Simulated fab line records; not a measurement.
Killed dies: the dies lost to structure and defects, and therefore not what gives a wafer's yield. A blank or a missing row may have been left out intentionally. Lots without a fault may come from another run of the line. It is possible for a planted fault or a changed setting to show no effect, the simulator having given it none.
fab line records | flow n5-finfet
record: lots: 13 | wafers: 38 | last-day: 18
route steps=1938 shown SPACER0@258 SDB@359 DUMMY_REMOVAL@377 HKMG_FIN@386 BEOL_M4@1111
lots that met no fault: taken from a fault-free run of the same line
start-h: hours from the record's opening day to when the first of the lot's shown wafers began | wait-h: hours since the lot's step before | " same as the row above | L1.1+2: a row that stands for several wafers | - value missing, or start not given | * or withheld: withheld | < > ~ a bound
route shown NAME@n: a module of which the file shows steps, and the number in the route of the first | usual: the fault-free wafers' mean and standard deviation | same: alike in all rows | chamber/n: place in a boat | sites: per-site readings | _std_site: how widely they spread, as a standard deviation | _edge_site: inner sites' mean taken away from outer sites' mean | radius-mm: for every site, how far away it sits from the centre of the wafer | mask NAME#n: copy n | behind: the tool/chamber that last shaped the wafer | hold: why the lot was held/for how many hours/how that ended | device: names the non-switching transistor (n, p or np) | end of line: the same wafers' tests at the end of the route | a step with no rows: only its recipe | killed: dies lost to structure and defects at the first sort, not the wafer's yield | map: a wafer's dies, x killed, . not, _ none there
set.NAME: the setting as run; set.NAME@STEP: as run at that earlier step | model.NAME: the simulator's own value behind a step, which no gauge read
steps of the route over a sample of lots; a table a step, a row a wafer
services: when a tool's chamber went out of use (start-h, in hours from the record's first day, below 0 if earlier), for how many hours, and the reason
== steps ==
step: N5_SPACER0_ALD_07
recipe: material: SiNx | target-thk-a: 20 | temp-c: 400 | ald-precursor-family: SiH2I2 | ald-co-reactant: N2/H2-plasma | pressure-torr: 2
usual: heater-power-outer-w: 530/65 | heater-power-w: 857/100
lot.wafer | tool       | chamber | start-h | wait-h | heater-power-outer-w | heater-power-w
L298.1    | ald-sin-03 | 3       | 47.45   | 0.0    | 490                  | 834
L298.3    | "          | 2       | "       | "      | 479                  | 680
L298.6    | "          | 2       | "       | "      | 471                  | 694
L299.1    | ald-sin-04 | 3       | 57.03   | 1.1    | 528                  | 808
L299.3    | "          | 0       | "       | "      | 470                  | 759
L299.4    | "          | 1       | "       | "      | 636                  | 1020
L301.1    | ald-sin-01 | 1       | 66.82   | 0.0    | 526                  | 824
L301.3    | "          | 2       | "       | "      | 670                  | 990
L301.6    | "          | 3       | "       | "      | 532                  | 787
L300.1    | ald-sin-03 | 3       | 68.89   | 0.2    | 488                  | 808
L300.3    | "          | 1       | "       | "      | 517                  | 895
L300.6    | "          | 1       | "       | "      | 516                  | 916
L302.2    | ald-sin-04 | 2       | 74.65   | 0.1    | 571                  | 1010
L302.4    | "          | 0       | "       | "      | 462                  | 771
L302.5    | "          | 1       | "       | "      | 635                  | 1008
L303.1    | ald-sin-03 | 2       | 79.88   | 0.0    | 476                  | 695
L303.3    | "          | 0       | "       | "      | 439                  | 764
L303.4    | "          | 3       | "       | "      | 487                  | 813
L304.2    | ald-sin-04 | 2       | 84.35   | 0.2    | 559                  | 991
L304.4    | "          | 0       | "       | "      | 457                  | 791
L304.5    | "          | 3       | "       | "      | 544                  | 782
L307.1    | ald-sin-01 | 0       | 102.68  | 1.5    | 574                  | 955
L307.5    | "          | 1       | "       | "      | 520                  | 835
L307.6    | "          | 0       | "       | "      | 608                  | 975
L309.5    | ald-sin-03 | 1       | 115.36  | 0.1    | 523                  | 927
L309.6    | "          | 0       | "       | "      | 455                  | 747
L312.1    | ald-sin-03 | 0       | 132.74  | 0.0    | 463                  | 759
L312.4    | "          | 3       | "       | "      | 478                  | 833
L312.5    | "          | 2       | "       | "      | 463                  | 699
L318.1    | ald-sin-01 | 3       | 174.26  | 0.1    | 521                  | 784
L318.5    | "          | 2       | "       | "      | 665                  | 978
L318.6    | "          | 3       | "       | "      | 521                  | 786
L319.2    | ald-sin-04 | 2       | 175.81  | 0.3    | 576                  | 1007
L319.4    | "          | 1       | "       | "      | 654                  | 982
L319.6    | "          | 2       | "       | "      | 572                  | 969
L321.1    | ald-sin-04 | 3       | 191.57  | 1.3    | 543                  | 793
L321.2    | "          | 0       | "       | "      | 468                  | 753
L321.3    | "          | 2       | "       | "      | 593                  | 1001
step: N5_SDB_DESCUM_16
recipe: chemistry: O2 | time-s: 7.9 | source-power-w: 50 | bias-power-w: 20 | pressure-mtorr: 20 | rf-frequency-hz: 2.712e+07 | temp-c: 40 | resist: CAR-ArF | o2-flow-sccm: 225
usual: bias-power-w: 20.00/0.058 | drypump-motor-current-A: 5.8/0.52 | oes-product-au: 0.79/0.087 | rf-vpp-V: 243.8/1.5 | showerhead-plenum-p-Torr: 2.13/0.074 | throttle-valve-pct: 20.38/0.22
same: time-s: 7.9
lot.wafer | tool        | chamber | start-h | wait-h | bias-power-w | drypump-motor-current-A | oes-product-au | rf-hours-counter-h | rf-vpp-V | showerhead-plenum-p-Torr | throttle-valve-pct
L298.1    | rie-diel-01 | 1       | 64.48   | 0.0    | 19.96        | 5.8                     | 0.69           | 217                | 242.0    | 1.98                     | 20.16
L298.3    | "           | 3       | "       | "      | 20.04        | 6.6                     | 0.72           | 214                | 244.1    | 2.16                     | 20.54
L298.6    | "           | 1       | "       | "      | 19.97        | 5.8                     | 0.70           | -                  | 241.2    | 1.98                     | 20.15
L299.1    | rie-diel-06 | 3       | 74.02   | 0.0    | 20.06        | 5.4                     | 0.70           | 230                | 239.8    | 2.00                     | 20.70
L299.3    | "           | 2       | "       | "      | 19.91        | 6.3                     | 0.72           | 206                | 241.6    | 2.06                     | 20.34
L299.4    | "           | 0       | "       | "      | 20.01        | 5.8                     | 0.72           | 184                | 245.1    | 2.18                     | 20.46
L301.1    | rie-diel-01 | 2       | 85.16   | 0.0    | 20.01        | 5.2                     | 0.91           | 22                 | 245.6    | 2.20                     | 19.99
L301.3    | "           | 1       | "       | "      | 19.96        | 5.8                     | 0.69           | 218                | 241.3    | 1.98                     | 20.16
L301.6    | "           | 1       | "       | "      | 20.11        | 5.8                     | 0.68           | -                  | 239.0    | 1.98                     | 20.16
L300.1    | rie-diel-03 | 0       | 86.55   | 0.0    | 20.00        | 5.2                     | 0.98           | 2                  | 242.2    | 2.13                     | 20.05
L300.3    | "           | 2       | "       | "      | 19.98        | 5.0                     | 0.87           | 42                 | 242.9    | 2.15                     | 20.68
L300.6    | "           | 3       | "       | "      | 20.09        | 6.0                     | 0.85           | -                  | 242.3    | 2.05                     | 20.54
L302.2    | rie-diel-01 | 3       | 92.17   | 0.0    | 19.95        | 6.6                     | 0.72           | 225                | 243.9    | 2.16                     | 20.54
L302.4    | "           | 0       | "       | "      | 19.99        | 6.3                     | 0.80           | 93                 | 244.5    | 2.20                     | 20.21
L302.5    | "           | 3       | "       | "      | 20.06        | 6.5                     | 0.71           | -                  | 244.9    | 2.16                     | 20.54
L303.1    | rie-diel-03 | 0       | 98.87   | 0.1    | 20.08        | 5.2                     | 0.96           | 6                  | 245.2    | 2.13                     | 20.05
L303.3    | "           | 3       | "       | "      | 20.09        | 6.0                     | 0.84           | 76                 | 241.5    | 2.05                     | 20.55
L303.4    | "           | 2       | "       | "      | 20.06        | 5.0                     | 0.86           | 46                 | 244.1    | 2.15                     | 20.70
L304.2    | rie-diel-01 | 1       | 102.52  | 0.1    | 19.97        | 5.8                     | 0.69           | 223                | 240.4    | 1.97                     | 20.16
L304.4    | "           | 0       | "       | "      | 19.97        | 6.4                     | 0.79           | 96                 | 245.5    | 2.20                     | 20.21
L304.5    | "           | 3       | "       | "      | 19.95        | 6.5                     | 0.71           | -                  | 241.5    | 2.16                     | 20.53
L307.1    | rie-diel-03 | 3       | 119.87  | 0.0    | 19.96        | 6.0                     | 0.83           | 83                 | 241.9    | 2.05                     | 20.58
L307.5    | "           | 1       | "       | "      | 19.94        | 5.5                     | 0.73           | -                  | 244.6    | 2.18                     | 20.46
L307.6    | "           | 0       | "       | "      | 20.00        | 5.2                     | 0.93           | -                  | 244.1    | 2.12                     | 20.06
L309.5    | rie-diel-03 | 0       | 132.88  | 0.0    | 19.92        | 5.2                     | 0.92           | -                  | 244.4    | 2.12                     | 20.07
L309.6    | "           | 1       | "       | "      | 19.93        | 5.5                     | 0.73           | -                  | 244.7    | 2.17                     | 20.46
L312.1    | rie-diel-06 | 0       | 150.56  | 0.0    | 20.06        | 5.7                     | 0.71           | 207                | 245.1    | 2.17                     | 20.50
L312.4    | "           | 0       | "       | "      | 20.01        | 5.7                     | 0.72           | -                  | 243.6    | 2.17                     | 20.48
L312.5    | "           | 1       | "       | "      | 20.07        | 6.6                     | 0.73           | -                  | 245.3    | 2.18                     | 20.54
L318.1    | rie-diel-03 | 2       | 192.42  | 0.1    | 20.06        | 5.0                     | 0.83           | 76                 | 242.7    | 2.14                     | 20.75
L318.5    | "           | 0       | "       | "      | 20.03        | 5.2                     | 0.89           | -                  | 244.3    | 2.12                     | 20.10
L318.6    | "           | 1       | "       | "      | 19.99        | 5.4                     | 0.72           | -                  | 244.4    | 2.17                     | 20.47
L319.2    | rie-diel-06 | 3       | 195.91  | 0.1    | 20.06        | 5.4                     | 0.94           | 8                  | 246.0    | 2.25                     | 20.44
L319.4    | "           | 1       | "       | "      | 19.93        | 6.6                     | 0.71           | 210                | 243.9    | 2.18                     | 20.55
L319.6    | "           | 0       | "       | "      | 20.11        | 5.7                     | 0.70           | -                  | 242.7    | 2.16                     | 20.53
L321.1    | rie-diel-03 | 0       | 209.54  | 0.0    | 20.02        | 5.2                     | 0.88           | 40                 | 243.5    | 2.11                     | 20.10
L321.2    | "           | 1       | "       | "      | 19.97        | 5.5                     | 0.71           | 192                | 245.6    | 2.16                     | 20.49
L321.3    | "           | 3       | "       | "      | 19.98        | 5.9                     | 0.80           | 110                | 243.1    | 2.04                     | 20.58
step: N5_SDB_ALD_29
recipe: material: SiNx | target-thk-a: 300 | temp-c: 400 | ald-precursor-family: SiH2I2 | ald-co-reactant: N2/H2-plasma | pulse-time-s: 1 | ald-cycles: 600 | purge-time-s: 2 | co-reactant-purge-time-s: 2 | pressure-torr: 2
usual: heater-power-outer-w: 540/68 | heater-power-w: 866/110 | precursor-pulse-height-rel: 0.999/0.023
lot.wafer | tool       | chamber | start-h | wait-h | heater-power-outer-w | heater-power-w | precursor-pulse-height-rel
L298.1    | ald-sin-04 | 0       | 65.30   | 0.0    | 478                  | 791            | 0.993
L298.3    | "          | 2       | "       | "      | 583                  | 972            | 0.992
L298.6    | "          | 0       | 66.65   | 1.4    | 474                  | 776            | 0.941
L299.1    | ald-sin-04 | 1       | 75.20   | 0.0    | 644                  | 969            | 1.000
L299.3    | "          | 3       | "       | "      | 535                  | 778            | 1.045
L299.4    | "          | 2       | "       | "      | 581                  | 966            | 1.006
L301.1    | ald-sin-04 | 3       | 86.60   | 0.1    | 541                  | 795            | 1.023
L301.3    | "          | 1       | "       | "      | 643                  | 988            | 0.961
L301.6    | "          | 2       | 87.96   | 1.5    | 572                  | 1007           | 1.005
L300.1    | ald-sin-01 | 3       | 87.38   | 0.0    | 516                  | 793            | 1.020
L300.3    | "          | 0       | "       | "      | 591                  | 954            | 0.990
L300.6    | "          | 0       | 88.74   | 1.4    | 589                  | 945            | 0.992
L302.2    | ald-sin-01 | 3       | 92.97   | 0.0    | 509                  | 766            | 1.043
L302.4    | "          | 0       | "       | "      | 583                  | 966            | 1.022
L302.5    | "          | 2       | 94.32   | 1.4    | 648                  | 1007           | 0.994
L303.1    | ald-sin-04 | 2       | 99.90   | 0.0    | 591                  | 975            | 0.996
L303.3    | "          | 1       | "       | "      | 625                  | 1004           | 0.976
L303.4    | "          | 0       | 101.25  | 1.4    | 470                  | 776            | 0.965
L304.2    | ald-sin-04 | 0       | 103.70  | 0.0    | 464                  | 781            | 1.039
L304.4    | "          | 2       | 105.05  | 1.4    | 566                  | 986            | 1.052
L304.5    | "          | 1       | "       | "      | 642                  | 1023           | 1.013
L307.1    | ald-sin-01 | 3       | 121.02  | 0.4    | 516                  | 777            | 0.996
L307.5    | "          | 1       | 122.37  | 1.7    | 515                  | 844            | 0.988
L307.6    | "          | 0       | "       | "      | 584                  | 928            | 1.020
L309.5    | ald-sin-01 | 0       | 135.01  | 1.4    | 604                  | 954            | 0.960
L309.6    | "          | 1       | "       | "      | 524                  | 834            | 0.981
L312.1    | ald-sin-04 | 3       | 151.59  | 0.3    | 528                  | 804            | 0.987
L312.4    | "          | 0       | "       | "      | 466                  | 787            | 0.998
L312.5    | "          | 0       | 152.94  | 1.6    | 469                  | 766            | 0.974
L318.1    | ald-sin-02 | 3       | 193.25  | 0.0    | 436                  | 731            | 0.947
L318.5    | "          | 1       | 194.60  | 1.4    | 482                  | 772            | 1.042
L318.6    | "          | 0       | "       | "      | 543                  | 872            | 1.000
L319.2    | ald-sin-02 | 2       | 196.89  | 0.0    | 460                  | 709            | 0.969
L319.4    | "          | 0       | "       | "      | 558                  | 910            | 1.019
L319.6    | "          | 3       | 198.25  | 1.4    | 429                  | 747            | 0.979
L321.1    | ald-sin-02 | 0       | 210.34  | 0.0    | 534                  | 911            | 1.006
L321.2    | "          | 2       | "       | "      | 458                  | 739            | 0.995
L321.3    | "          | 3       | "       | "      | 447                  | 739            | 1.002
step: N5_DUMMY_REMOVAL_HM_STRIP_01
recipe: chemistry: CH3F/O2 | material: SiNx | target-depth-a: 40 | stop-on: poly-Si | time-s: 6.8 | over-etch-frac: 0.3 | ion-energy-ev: 60 | power-w: 410 | bias-w: 29 | Ar_flow_sccm: 150 | CH3F_flow_sccm: 30 | O2_flow_sccm: 20
usual: bias-w: 28.98/0.1 | drypump-motor-current-A: 5.6/0.37 | oes-product-au: 0.65/0.071 | rf-vpp-V: 127.6/1 | showerhead-plenum-p-Torr: 2.02/0.052 | throttle-valve-pct: 16.30/0.19
same: time-s: 6.8
lot.wafer | tool        | chamber | start-h | wait-h | bias-w | drypump-motor-current-A | oes-product-au | rf-hours-counter-h | rf-vpp-V | showerhead-plenum-p-Torr | throttle-valve-pct
L298.1    | rie-diel-04 | 1       | 68.43   | 0.0    | 28.96  | 5.3                     | 0.55           | 258                | 127.8    | 1.96                     | 16.44
L298.3    | "           | 0       | "       | "      | 28.93  | 5.9                     | 0.65           | 99                 | 128.2    | 2.03                     | 16.15
L298.6    | "           | 0       | "       | "      | 28.98  | 5.9                     | 0.65           | -                  | 127.8    | 2.03                     | 16.15
L299.1    | rie-diel-05 | 0       | 78.42   | 0.2    | 29.06  | 6.2                     | 0.62           | 138                | 127.5    | 2.09                     | 16.60
L299.3    | "           | 3       | "       | "      | 28.89  | 5.5                     | 0.57           | 246                | 127.3    | 1.99                     | 16.62
L299.4    | "           | 1       | "       | "      | 28.99  | 5.6                     | 0.63           | 123                | 125.7    | 2.02                     | 16.26
L301.1    | rie-diel-05 | 2       | 89.70   | 0.0    | 29.05  | 5.5                     | 0.78           | 12                 | 126.9    | 2.04                     | 16.09
L301.3    | "           | 1       | "       | "      | 29.10  | 5.6                     | 0.62           | 126                | 128.2    | 2.02                     | 16.27
L301.6    | "           | 2       | "       | "      | 29.02  | 5.5                     | 0.77           | -                  | 127.0    | 2.04                     | 16.08
L300.1    | rie-diel-05 | 1       | 90.47   | 0.0    | 29.01  | 5.6                     | 0.62           | 126                | 126.0    | 2.02                     | 16.27
L300.3    | "           | 2       | "       | "      | 28.85  | 5.5                     | 0.77           | 12                 | 127.7    | 2.04                     | 16.09
L300.6    | "           | 2       | "       | "      | 28.82  | 5.5                     | 0.77           | -                  | 127.8    | 2.04                     | 16.09
L302.2    | rie-diel-02 | 2       | 96.06   | 0.0    | 29.06  | 5.6                     | 0.63           | 138                | 128.5    | 2.00                     | 16.08
L302.4    | "           | 1       | "       | "      | 28.96  | 4.9                     | 0.58           | 227                | 128.3    | 2.05                     | 16.38
L302.5    | "           | 3       | "       | "      | 28.93  | 5.2                     | 0.60           | -                  | 129.3    | 2.09                     | 16.53
L303.1    | rie-diel-05 | 1       | 102.99  | 0.0    | 29.13  | 5.6                     | 0.62           | 131                | 126.0    | 2.02                     | 16.29
L303.3    | "           | 2       | "       | "      | 28.85  | 5.5                     | 0.77           | 17                 | 126.6    | 2.04                     | 16.08
L303.4    | "           | 2       | "       | "      | 29.00  | 5.5                     | 0.77           | -                  | 128.4    | 2.04                     | 16.08
L304.2    | rie-diel-02 | 3       | 106.96  | 0.2    | 28.98  | 5.1                     | 0.60           | 150                | 129.3    | 2.09                     | 16.53
L304.4    | "           | 1       | "       | "      | 29.03  | 4.9                     | 0.58           | 230                | 129.1    | 2.05                     | 16.39
L304.5    | "           | 2       | "       | "      | 29.07  | 5.5                     | 0.63           | -                  | 127.2    | 2.00                     | 16.08
L307.1    | rie-diel-02 | 1       | 124.17  | 0.1    | 28.83  | 4.9                     | 0.57           | 234                | 130.0    | 2.05                     | 16.41
L307.5    | "           | 0       | "       | "      | 28.90  | 5.4                     | 0.57           | -                  | 125.9    | 1.88                     | 16.34
L307.6    | "           | 1       | "       | "      | 29.01  | 4.9                     | 0.57           | -                  | 128.4    | 2.05                     | 16.41
L309.5    | rie-diel-02 | 0       | 136.76  | 0.0    | 28.87  | 5.4                     | 0.58           | -                  | 126.4    | 1.88                     | 16.32
L309.6    | "           | 3       | "       | "      | 28.96  | 5.2                     | 0.59           | -                  | 129.7    | 2.09                     | 16.54
L312.1    | rie-diel-04 | 1       | 154.79  | 0.1    | 29.05  | 5.3                     | 0.98           | 4                  | 128.1    | 1.95                     | 16.02
L312.4    | "           | 0       | "       | "      | 28.96  | 5.9                     | 0.63           | 132                | 127.5    | 2.02                     | 16.21
L312.5    | "           | 0       | "       | "      | 28.97  | 5.9                     | 0.62           | -                  | 129.4    | 2.01                     | 16.21
L318.1    | rie-diel-05 | 2       | 196.33  | 0.0    | 29.24  | 5.5                     | 0.72           | 43                 | 128.4    | 2.03                     | 16.14
L318.5    | "           | 3       | "       | "      | 28.81  | 5.6                     | 0.73           | -                  | 125.7    | 1.98                     | 16.19
L318.6    | "           | 2       | "       | "      | 29.14  | 5.5                     | 0.72           | -                  | 127.2    | 2.03                     | 16.15
L319.2    | rie-diel-02 | 0       | 199.98  | 0.0    | 28.98  | 5.3                     | 0.79           | 3                  | 129.0    | 2.13                     | 15.86
L319.4    | "           | 2       | "       | "      | 29.00  | 5.6                     | 0.61           | -                  | 127.4    | 1.99                     | 16.13
L319.6    | "           | 0       | "       | "      | 28.98  | 5.4                     | 0.80           | -                  | 128.9    | 2.13                     | 15.86
L321.1    | rie-diel-05 | 2       | 213.43  | 0.0    | 29.20  | 5.5                     | 0.72           | 48                 | 126.2    | 2.03                     | 16.15
L321.2    | "           | 1       | "       | "      | 28.90  | 5.6                     | 0.60           | 161                | 127.2    | 2.01                     | 16.34
L321.3    | "           | 0       | "       | "      | 29.00  | 6.1                     | 0.60           | 178                | 129.7    | 2.08                     | 16.65
step: N5_HKMG_FIN_HK_ALD_01
recipe: material: HfO2 | target-thk-a: 16 | temp-c: withheld | ald-precursor-family: HfCl4 | ald-co-reactant: H2O | pulse-time-s: 3 | purge-time-s: 3 | co-reactant-purge-time-s: 2.5 | co-reactant-pulse-time-s: 0.3 | ald-cycles: 30
usual: precursor-pulse-height-rel: 0.998/0.021
lot.wafer | tool      | chamber | start-h | wait-h | precursor-pulse-height-rel
L298.1    | ald-hk-02 | 2       | 68.99   | 0.0    | 0.997
L298.3    | "         | 3       | "       | "      | 0.993
L298.6    | "         | 3       | "       | "      | 1.013
L299.1    | ald-hk-01 | 0       | 78.98   | 0.0    | 1.014
L299.3    | "         | 1       | "       | "      | 0.984
L299.4    | "         | 2       | "       | "      | 0.969
L301.1    | ald-hk-02 | 3       | 90.26   | 0.0    | 1.000
L301.3    | "         | 2       | "       | "      | 0.988
L301.6    | "         | 1       | "       | "      | 1.008
L300.1    | ald-hk-01 | 3       | 91.02   | 0.0    | 0.969
L300.3    | "         | 2       | "       | "      | 1.024
L300.6    | "         | 0       | "       | "      | 1.030
L302.2    | ald-hk-01 | 1       | 96.62   | 0.0    | 0.965
L302.4    | "         | 0       | "       | "      | 0.963
L302.5    | "         | 0       | "       | "      | 1.011
L303.1    | ald-hk-02 | 1       | 103.54  | 0.0    | 1.014
L303.3    | "         | 2       | "       | "      | 0.988
L303.4    | "         | 3       | "       | "      | 0.986
L304.2    | ald-hk-01 | 0       | 107.52  | 0.0    | 1.017
L304.4    | "         | 1       | "       | "      | 0.994
L304.5    | "         | 1       | "       | "      | 0.980
L307.1    | ald-hk-02 | 3       | 124.73  | 0.0    | 0.974
L307.5    | "         | 1       | "       | "      | 0.997
L307.6    | "         | 0       | "       | "      | 1.003
L309.5    | ald-hk-01 | 0       | 137.45  | 0.1    | 0.998
L309.6    | "         | 3       | "       | "      | 0.963
L312.4    | ald-hk-01 | 1       | 155.39  | 0.1    | 0.968
L312.5    | "         | 1       | "       | "      | 0.962
L318.1    | ald-hk-02 | 2       | 196.89  | 0.0    | 1.016
L318.5    | "         | 1       | "       | "      | 1.042
L318.6    | "         | 0       | "       | "      | 1.002
L319.2    | ald-hk-02 | 2       | 200.53  | 0.0    | 0.999
L319.4    | "         | 1       | "       | "      | 1.008
L319.6    | "         | 3       | "       | "      | 1.025
L321.1    | ald-hk-01 | 0       | 213.99  | 0.0    | 1.026
L321.2    | "         | 1       | "       | "      | 0.994
L321.3    | "         | 3       | "       | "      | 1.010
step: N5_BEOL_M4_RC_MEAS_101
usual: DIBL_N: 35.7/1.5 | DIBL_P: 35.7/2 | IOFF_N: 0.155/0.026 | IOFF_P: 0.20/0.031 | ION_N: 675/11 | ION_P: 462/7.1 | SS_N: 71.3/0.57 | SS_P: 73.1/0.56 | VT_N: 250/3 | VT_P: -251/3
lot.wafer | tool      | chamber | start-h | wait-h | DIBL_N[mV/V] | DIBL_P[mV/V] | IOFF_N[nA/um] | IOFF_P[nA/um] | ION_N[uA/um] | ION_P[uA/um] | SS_N[mV/dec] | SS_P[mV/dec] | VT_N[mV] | VT_P[mV]
L298.1    | prober-02 | 0       | 175.87  | 0.0    | 36.7         | 36.3         | 0.153         | 0.21          | 667          | 459          | 71.6         | 72.7         | 251      | -252
L298.3    | "         | 0       | "       | "      | 37.2         | 36.8         | 0.171         | 0.23          | 673          | 459          | 71.7         | 73.6         | 250      | -249
L298.6    | "         | 0       | "       | "      | 35.3         | 34.4         | 0.142         | 0.18          | 666          | 461          | 71.2         | 72.6         | 252      | -251
L299.1    | prober-01 | 0       | 185.28  | 0.0    | 37.9         | 38.4         | 0.208         | 0.24          | 696          | 472          | 72.1         | 73.4         | 245      | -247
L299.3    | "         | 0       | "       | "      | 37.5         | 37.2         | 0.182         | 0.23          | 671          | 461          | 71.8         | 73.3         | 247      | -248
L299.4    | "         | 0       | "       | "      | 35.9         | 36.3         | 0.166         | 0.22          | 688          | 474          | 70.9         | 73.4         | 247      | -249
L300.1    | prober-02 | 0       | 194.13  | 0.0    | 34.0         | 33.8         | 0.141         | 0.19          | 683          | 462          | 71.2         | 72.1         | 250      | -250
L300.3    | "         | 0       | "       | "      | 36.0         | 37.2         | 0.186         | 0.26          | 685          | 468          | 71.9         | 73.3         | 245      | -246
L300.6    | "         | 0       | "       | "      | 33.7         | 33.5         | 0.142         | 0.19          | 678          | 465          | 70.4         | 72.3         | 249      | -250
L301.1    | prober-01 | 0       | 195.18  | 0.0    | 33.4         | 31.3         | 0.106         | 0.17          | 662          | 458          | 70.5         | 72.4         | 255      | -253
L301.3    | "         | 0       | "       | "      | 34.5         | 33.0         | 0.128         | 0.19          | 681          | 469          | 71.2         | 73.6         | 252      | -251
L301.6    | "         | 0       | "       | "      | 38.2         | 37.4         | 0.184         | 0.25          | 683          | 470          | 72.4         | 74.7         | 248      | -248
L303.1    | prober-01 | 0       | 198.41  | 0.0    | 32.8         | 32.8         | 0.124         | 0.17          | 669          | 460          | 71.5         | 72.4         | 251      | -251
L303.3    | "         | 0       | "       | "      | 30.9         | 30.8         | 0.101         | 0.14          | 638          | 444          | 69.9         | 71.8         | 256      | -255
L303.4    | "         | 0       | "       | "      | 34.8         | 34.6         | 0.152         | 0.19          | 676          | 460          | 71.7         | 72.7         | 247      | -252
L302.2    | prober-02 | 0       | 199.05  | 0.2    | 36.1         | 34.7         | 0.165         | 0.21          | 674          | 460          | 72.0         | 72.9         | 248      | -251
L302.4    | "         | 0       | "       | "      | 37.1         | 34.5         | 0.181         | 0.20          | 694          | 468          | 72.9         | 73.0         | 248      | -252
L302.5    | "         | 0       | "       | "      | 35.4         | 32.9         | 0.140         | 0.18          | 678          | 464          | 71.3         | 72.6         | 251      | -252
L304.2    | prober-01 | 0       | 216.71  | 0.2    | 36.2         | 37.5         | 0.178         | 0.24          | 685          | 470          | 71.6         | 72.9         | 246      | -247
L304.4    | "         | 0       | "       | "      | 37.4         | 38.2         | 0.200         | 0.24          | 684          | 469          | 71.5         | 73.6         | 245      | -246
L304.5    | "         | 0       | "       | "      | 35.3         | 36.8         | 0.169         | 0.22          | 686          | 475          | 70.8         | 72.9         | 247      | -250
L307.1    | prober-01 | 0       | 224.64  | 0.0    | 34.8         | 33.6         | 0.122         | 0.17          | 652          | 450          | 71.1         | 73.1         | 255      | -256
L307.5    | "         | 0       | "       | "      | 36.7         | 35.2         | 0.161         | 0.18          | 677          | 459          | 71.2         | 73.7         | 248      | -256
L307.6    | "         | 0       | "       | "      | 36.9         | 35.2         | 0.152         | 0.19          | 675          | 450          | 71.0         | 72.9         | 253      | -256
L309.5    | prober-02 | 0       | 234.34  | 0.6    | 34.3         | 32.8         | 0.128         | 0.16          | 664          | 452          | 70.4         | 73.3         | 251      | -253
L309.6    | "         | 0       | "       | "      | 36.0         | 35.0         | 0.170         | 0.20          | 689          | 464          | 71.7         | 73.6         | 246      | -251
L312.4    | prober-02 | 0       | 268.10  | 0.5    | 35.6         | 35.3         | 0.153         | 0.18          | 667          | 459          | 70.9         | 73.2         | 250      | -250
L312.5    | "         | 0       | "       | "      | 35.3         | 36.2         | 0.148         | 0.20          | 676          | 465          | 70.3         | 73.6         | 250      | -252
L318.1    | prober-01 | 0       | 305.37  | 0.0    | 34.4         | 34.9         | 0.137         | 0.18          | 666          | 456          | 71.0         | 72.7         | 251      | -253
L318.5    | "         | 0       | "       | "      | 33.9         | 34.4         | 0.128         | 0.18          | 659          | 456          | 71.1         | 72.4         | 252      | -255
L318.6    | "         | 0       | "       | "      | 36.7         | 37.3         | 0.166         | 0.21          | 675          | 459          | 71.2         | 73.2         | 250      | -253
L319.2    | prober-02 | 0       | 312.09  | 0.2    | 31.0         | 29.9         | 0.093         | 0.14          | 657          | 459          | 69.6         | 71.6         | 255      | -254
L319.4    | "         | 0       | "       | "      | 36.2         | 35.2         | 0.162         | 0.20          | 678          | 460          | 71.8         | 73.4         | 248      | -250
L319.6    | "         | 0       | "       | "      | 37.6         | 38.5         | 0.201         | 0.26          | 679          | 464          | 71.5         | 73.3         | 249      | -248
L321.1    | prober-02 | 0       | 320.07  | 0.0    | 36.7         | 38.3         | 0.173         | 0.21          | 680          | 466          | 72.6         | 73.2         | 247      | -251
L321.2    | "         | 0       | "       | "      | 37.4         | 38.4         | 0.189         | 0.22          | 674          | 461          | 71.5         | 73.3         | 246      | -251
L321.3    | "         | 0       | "       | "      | 35.5         | 37.9         | 0.159         | 0.21          | 683          | 462          | 72.3         | 72.8         | 249      | -250
== services ==
tool        | chamber | start-h | hours | kind
ald-sin-01  | -       | 24.22   | 3.5   | repair
rie-diel-03 | 1       | 26.25   | 10.1  | repair
ald-hk-01   | -       | 27.27   | 0.3   | repair
ald-sin-04  | 0       | 41.03   | 6.2   | repair
ald-sin-01  | 1       | 45.29   | 2.0   | repair
ald-sin-01  | 3       | 49.33   | 6.0   | repair
rie-diel-05 | 3       | 55.54   | 9.2   | repair
ald-sin-01  | -       | 56.04   | 2.8   | pm
ald-sin-01  | 3       | 61.45   | 1.4   | repair
rie-diel-05 | 2       | 63.93   | 2.1   | repair
ald-sin-01  | 3       | 74.59   | 11.9  | repair
ald-sin-04  | 3       | 97.85   | 6.5   | repair
rie-diel-05 | 1       | 112.71  | 3.3   | repair
ald-sin-03  | -       | 120.00  | 1.0   | repair
ald-sin-04  | 0       | 132.35  | 10.1  | repair
ald-hk-01   | -       | 155.70  | 2.8   | pm
ald-sin-04  | 2       | 155.97  | 3.0   | repair
ald-hk-02   | -       | 169.07  | 2.8   | repair
ald-sin-01  | 1       | 169.99  | 14.6  | repair
ald-hk-01   | -       | 170.19  | 0.7   | repair
rie-diel-03 | 3       | 184.82  | 4.3   | repair
ald-sin-01  | -       | 201.19  | 0.7   | repair
ald-sin-01  | 0       | 209.91  | 11.0  | repair
rie-diel-05 | 3       | 210.20  | 15.3  | repair
== key ==
first-sign: step: N5_DUMMY_REMOVAL_HM_STRIP_01 | reading: oes-product-au | direction: up | sigmas: 4.6 | usual: 0.65 | struck: 0.98
effect none on later readings
met-at N5_SPACER0_ALD_07
struck-lots L312
struck-wafers L312.1
later-rows-left-out L312.1
sort-left-out L312.1
not-acting-at N5_SDB_DESCUM_16,N5_SDB_ALD_29,N5_HKMG_FIN_HK_ALD_01
onset-between 115.36 132.74
fault: kind: process-parameter-drift | tool: ald-sin-03 | chamber: 0 | onset-h: 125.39 | steps: N5_SPACER0_ALD_07 | channel: target-thk-a | offset: * | shape: step | end-h: 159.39 | acts-in: * | stated: *
sort-left-out: the simulated sort isn't trusted on such a fault, so these wafers' sort isn't shown, and their yield isn't known
later-rows-left-out: the simulator's readings of these wafers behind a module that went badly wrong aren't trusted and aren't shown, but for the sort
